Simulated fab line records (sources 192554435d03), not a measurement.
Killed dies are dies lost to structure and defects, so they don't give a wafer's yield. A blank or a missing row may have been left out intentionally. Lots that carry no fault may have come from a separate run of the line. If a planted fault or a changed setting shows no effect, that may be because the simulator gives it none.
Which tool is to blame? ; flow n5-finfet ; 9 lots with 27 wafers sampled at 5 steps, on a route of 1938 steps

== WHAT EACH GAUGE READ, for each wafer ==
N5_SD_EPI_P_INSPECT_26: inspects for defects (darkfield). Usual: raw-defect-count at 180, with a standard deviation of 41.
lot;measured;on;raw-defect-count;flag
L107;day 3 13:19;defect-inspect-01;218 166 258;
L112;day 4 18:43;defect-inspect-02;174 218 237;
L113;day 4 20:49;defect-inspect-02;226 145 185;
L115;day 5 11:13;defect-inspect-01;136 126 198;
L117;day 6 00:37;defect-inspect-01;88 135 91;
L118;day 6 03:55;defect-inspect-02;111 132 161;
L120;day 6 16:56;defect-inspect-02;188 200 284;
L129;day 8 23:41;defect-inspect-02;171 295 271;
L130;day 9 05:50;defect-inspect-01;168 127 160;

N5_ILD0_THK_MEAS_08. Usual: thk-nm at 138.7 nm, with a standard deviation of 0.97.
lot;measured;on;thk-nm (nm);flag
L107;day 3 17:26;film-metro-01;140.0 138.5 138.5;
L112;day 4 22:51;film-metro-02;138.6 138.0 138.7;
L113;day 5 00:35;film-metro-02;138.9 138.8 137.8;
L115;day 5 15:38;film-metro-02;137.5 136.4 139.1;
L117;day 6 04:26;film-metro-01;139.0 136.9 140.1;
L118;day 6 07:46;film-metro-01;137.8 137.1 138.7;
L120;day 6 20:49;film-metro-02;139.4 140.3 139.6;
L129;day 9 03:49;film-metro-02;140.0 139.9 139.4;
L130;day 9 09:40;film-metro-02;138.0 138.8 137.3;

N5_BEOL_M4_RC_MEAS_101. Usual: DIBL_N 36.0 mV/V, standard deviation 1.8; DIBL_P 36.3 mV/V, standard deviation 2.4; IOFF_N 0.16 nA/um, standard deviation 0.035; IOFF_N_85C 3.0 nA/um, standard deviation 0.57; IOFF_N_LIN 0.072 nA/um, standard deviation 0.013; IOFF_P 0.21 nA/um, standard deviation 0.036; IOFF_P_85C 3.6 nA/um, standard deviation 0.52; IOFF_P_LIN 0.098 nA/um, standard deviation 0.013; ION_N 673 uA/um, standard deviation 13; ION_P 461 uA/um, standard deviation 7.2; REXT_N 75.3 ohm.um, standard deviation 1.6; REXT_P 100.4 ohm.um, standard deviation 2; SS_N 71.4 mV/dec, standard deviation 0.6; SS_P 73.2 mV/dec, standard deviation 0.7; VT_N 250 mV, standard deviation 4; VT_N_LVT 99 mV, standard deviation 4; VT_P -250.9 mV, standard deviation 2.9.
lot;measured;on;DIBL_N (mV/V);DIBL_P (mV/V);IOFF_N (nA/um);IOFF_N_85C (nA/um);IOFF_N_LIN (nA/um);IOFF_P (nA/um);IOFF_P_85C (nA/um);IOFF_P_LIN (nA/um);ION_N (uA/um);ION_P (uA/um);REXT_N (ohm.um);REXT_P (ohm.um);SS_N (mV/dec);SS_P (mV/dec);VT_N (mV);VT_N_LVT (mV);VT_P (mV);flag
L107;day 7 15:56;prober-01;40.9 39.8 36.5;41.0 39.5 35.0;0.27 0.23 0.16;4.7 4.2 3.1;0.112 0.100 0.074;0.32 0.29 0.23;5.3 4.8 3.9;0.140 0.130 0.109;695 695 669;472 474 465;72.6 74.3 74.6;100.8 101.4 100.7;72.0 72.1 71.2;74.4 74.1 72.4;240 245 252;91 93 98;-242.9 -243.5 -247.3;
L112;day 10 02:00;prober-02;32.7 34.2 35.7;32.6 34.1 37.3;0.10 0.12 0.15;2.0 2.4 3.0;0.049 0.057 0.072;0.14 0.16 0.20;2.7 2.9 3.5;0.075 0.082 0.097;643 663 692;446 453 471;76.0 76.8 76.6;102.4 101.9 100.9;70.0 71.5 71.5;71.9 72.7 73.3;259 255 248;103 101 96;-257.7 -254.1 -249.6;
L113;day 9 23:12;prober-01;35.3 35.7 32.9;37.0 36.7 34.1;0.15 0.15 0.11;2.8 2.8 2.3;0.070 0.068 0.057;0.20 0.20 0.16;3.5 3.4 3.0;0.095 0.095 0.083;675 666 668;464 459 465;75.4 74.3 75.6;100.7 98.7 99.0;71.0 71.3 71.0;73.5 73.3 72.7;249 253 255;102 103 103;-252.4 -251.4 -253.0;
L115;day 10 05:17;prober-01;37.1 38.0 40.5;38.9 39.6 43.6;0.18 0.18 0.26;3.5 3.5 4.8;0.083 0.084 0.113;0.20 0.22 0.29;3.6 3.9 4.8;0.094 0.101 0.121;690 681 697;466 464 464;73.2 73.4 74.3;103.0 99.9 100.5;70.7 71.6 72.0;73.9 74.2 74.2;244 247 242;94 95 90;-253.0 -252.3 -248.7;
L117;day 11 04:19;prober-02;36.3 34.5 36.6;37.7 34.6 37.1;0.18 0.15 0.19;3.5 2.9 3.6;0.083 0.071 0.086;0.22 0.18 0.21;3.7 3.2 3.7;0.101 0.090 0.100;682 671 683;457 456 464;74.8 75.3 74.8;100.8 99.8 101.4;71.2 70.8 71.7;74.1 72.5 73.6;248 248 244;96 97 94;-251.5 -252.5 -253.3;
L118;day 10 11:23;prober-01;35.3 34.6 32.8;35.9 35.0 32.3;0.13 0.13 0.10;2.6 2.5 2.0;0.063 0.062 0.050;0.21 0.19 0.15;3.6 3.3 2.8;0.095 0.089 0.078;668 673 657;464 473 458;72.9 71.8 70.9;99.9 101.9 100.5;70.6 70.6 70.4;73.9 73.0 71.3;255 253 259;103 102 108;-250.9 -252.9 -252.3;
L120;day 11 10:07;prober-01;35.5 33.3 35.3;34.8 33.1 34.6;0.15 0.12 0.15;2.9 2.4 2.9;0.069 0.060 0.069;0.20 0.18 0.19;3.4 3.1 3.4;0.096 0.090 0.096;685 669 677;470 456 462;76.0 77.0 75.7;96.6 97.1 97.0;71.1 70.8 70.9;72.8 72.4 72.5;250 252 251;99 101 98;-249.7 -249.3 -251.7;
L129;day 14 07:43;prober-02;47.4 47.8 46.4;42.1 42.5 40.8;0.48 0.50 0.42;7.7 7.9 7.0;0.180 0.180 0.164;0.33 0.35 0.31;5.2 5.5 5.0;0.141 0.150 0.137;753 742 746;491 487 490;66.8 66.0 66.3;92.8 91.4 91.3;72.9 74.1 72.9;74.2 74.6 73.9;231 232 231;81 82 83;-241.1 -241.7 -242.7;OFF
L130;day 14 06:26;prober-01;48.1 48.8 51.6;40.0 39.3 40.9;0.47 0.48 0.72;7.7 7.7 10.8;0.166 0.169 0.202;0.29 0.28 0.34;4.8 4.7 5.4;0.130 0.130 0.147;734 743 750;473 477 479;65.0 63.8 63.6;98.2 96.9 98.4;74.1 74.7 76.5;73.9 74.5 74.2;235 235 232;86 85 83;-247.0 -247.5 -241.4;OFF

== WHICH TOOL RAN EACH LOT (tool, then ch and the chambers of the sampled wafers, then the start) ==
lot;N5_SD_ACTIVATION_RTA_00;N5_ILD0_CMP_07
L107;rtp-anneal-02 ch 0, day 3 13:28;cmp-02 ch 0,2,3, day 3 17:13
L112;rtp-anneal-02 ch 0, day 4 18:53;cmp-04 ch 0,1,2, day 4 22:34
L113;rtp-anneal-02 ch 0, day 4 20:52;cmp-02 ch 0,2,3, day 5 00:22
L115;rtp-anneal-01 ch 0, day 5 11:52;cmp-02 ch 1,2, day 5 15:22
L117;rtp-anneal-02 ch 0, day 6 00:43;cmp-02 ch 0,1,2, day 6 04:08
L118;rtp-anneal-02 ch 0, day 6 04:02;cmp-02 ch 0,1,2, day 6 07:31
L120;rtp-anneal-02 ch 0, day 6 16:58;cmp-01 ch 0,1, day 6 20:34
L129;rtp-anneal-02 ch 0, day 8 23:43;cmp-04 ch 0,1,2, day 9 03:31
L130;rtp-anneal-02 ch 0, day 9 05:53;cmp-02 ch 0,2, day 9 09:25
- N5_SD_ACTIVATION_RTA_00: time 0 s.
- N5_ILD0_CMP_07: polishes SiO2 flowable, stops on poly-Si, t overpolish 1.18 s, target thk 138.88 nm.

== AS READ BY THE TOOLS THEMSELVES (means over the sampled wafers that have a number; for cases with no such wafer, the mark the record gives instead) ==
N5_SD_ACTIVATION_RTA_00. Usual: lamp-power-pct 8.96 %, standard deviation 0.053; lamp_zone_1_pct 8.952 %, standard deviation 0.022; lamp_zone_2_pct 8.953 %, standard deviation 0.026; lamp_zone_3_pct 8.951 %, standard deviation 0.026; lamp_zone_4_pct 8.951 %, standard deviation 0.026; lamp_zone_5_pct 8.955 %, standard deviation 0.022; lamp_zone_6_pct 8.873 %, standard deviation 0.026; lamp_zone_7_pct 9.352 %, standard deviation 0.025; wafer_temp_C_max 975.1, standard deviation 2.
lot;tool;lamp-power-pct (%);lamp_zone_1_pct (%);lamp_zone_2_pct (%);lamp_zone_3_pct (%);lamp_zone_4_pct (%);lamp_zone_5_pct (%);lamp_zone_6_pct (%);lamp_zone_7_pct (%);wafer_temp_C_max;flag
L107;rtp-anneal-02;8.98;8.962;8.968;8.949;8.955;8.947;8.878;9.363;976.1;
L112;rtp-anneal-02;8.99;8.969;8.971;8.967;8.937;8.964;8.894;9.355;973.7;
L113;rtp-anneal-02;8.95;8.944;8.938;8.949;8.942;8.949;8.873;9.368;974.3;
L115;rtp-anneal-01;8.94;8.952;8.962;8.942;8.987;8.973;8.877;9.358;974.7;
L117;rtp-anneal-02;9.00;8.959;8.931;8.929;8.946;8.952;8.877;9.384;976.3;
L118;rtp-anneal-02;9.02;8.952;8.971;8.955;8.931;8.970;8.869;9.360;976.3;
L120;rtp-anneal-02;8.96;8.959;8.911;8.931;8.940;8.956;8.875;9.369;974.1;
L129;rtp-anneal-02;9.36;9.314;9.330;9.384;9.359;9.360;9.276;9.751;975.3;OFF
L130;rtp-anneal-02;9.34;9.363;9.346;9.318;9.347;9.337;9.267;9.771;974.0;OFF

N5_ILD0_CMP_07. Usual: motor-current-A at 12.2 A, with a standard deviation of 1.4.
lot;tool;motor-current-A (A);flag
L107;cmp-02;11.5;
L112;cmp-04;13.1;
L113;cmp-02;11.2;
L115;cmp-02;11.1;
L117;cmp-02;11.1;
L118;cmp-02;11.2;
L120;cmp-01;12.2;
L129;cmp-04;13.0;
L130;cmp-02;10.9;

== THE ANSWER, worked out from the rows above alone ==
Rule: take the mean of a lot's wafers that have a number; if it is more than 3 standard deviations from the usual mean, the lot is off. A lot without any number at a reading at which 4 lots or more have one is off too. Any other lot the step has rows for is counted as sound. Order of review: gauges by route order, followed by the tools' own readings, for which a lot's mean as printed above is used. The first step at which some lot is off is used, and at that step the reading that is off furthest; a lot without a number counts as furthest.
Off: at N5_BEOL_M4_RC_MEAS_101 (IOFF_N), L129, L130.
A tool fits if, at a process step before that reading, it ran every lot that is off, and no sound lot after the first of them. The gauges at N5_BEOL_M4_RC_MEAS_101 aren't tried: what is off there is off at N5_SD_ACTIVATION_RTA_00 too, on other tools, and a gauge's error can't cause that. One fits: N5_SD_ACTIVATION_RTA_00 on rtp-anneal-02. Its last sound lot is L120 (day 6 16:58), its first lot that is off L129 (day 8 23:43): a fault that began between those two fits.
The tool's own readings at N5_SD_ACTIVATION_RTA_00 bear it out: on the lots that are off they differ by more than 5 times the standard deviation of the sound lots' means. lamp-power-pct reads 9.35 % there against 8.98 % on the sound lots; lamp_zone_1_pct reads 9.338 % there against 8.957 % on the sound lots; lamp_zone_2_pct reads 9.338 % there against 8.950 % on the sound lots; lamp_zone_3_pct reads 9.351 % there against 8.946 % on the sound lots; lamp_zone_4_pct reads 9.353 % there against 8.948 % on the sound lots; lamp_zone_5_pct reads 9.348 % there against 8.959 % on the sound lots; lamp_zone_6_pct reads 9.271 % there against 8.878 % on the sound lots; lamp_zone_7_pct reads 9.761 % there against 9.365 % on the sound lots.

== WHAT HAD BEEN PUT IN BY THE SIMULATOR ==
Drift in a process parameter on rtp-anneal-02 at N5_SD_ACTIVATION_RTA_00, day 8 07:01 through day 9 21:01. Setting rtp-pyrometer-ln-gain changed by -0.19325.
Shown lots that were struck: L129, L130. The rule above found the same.
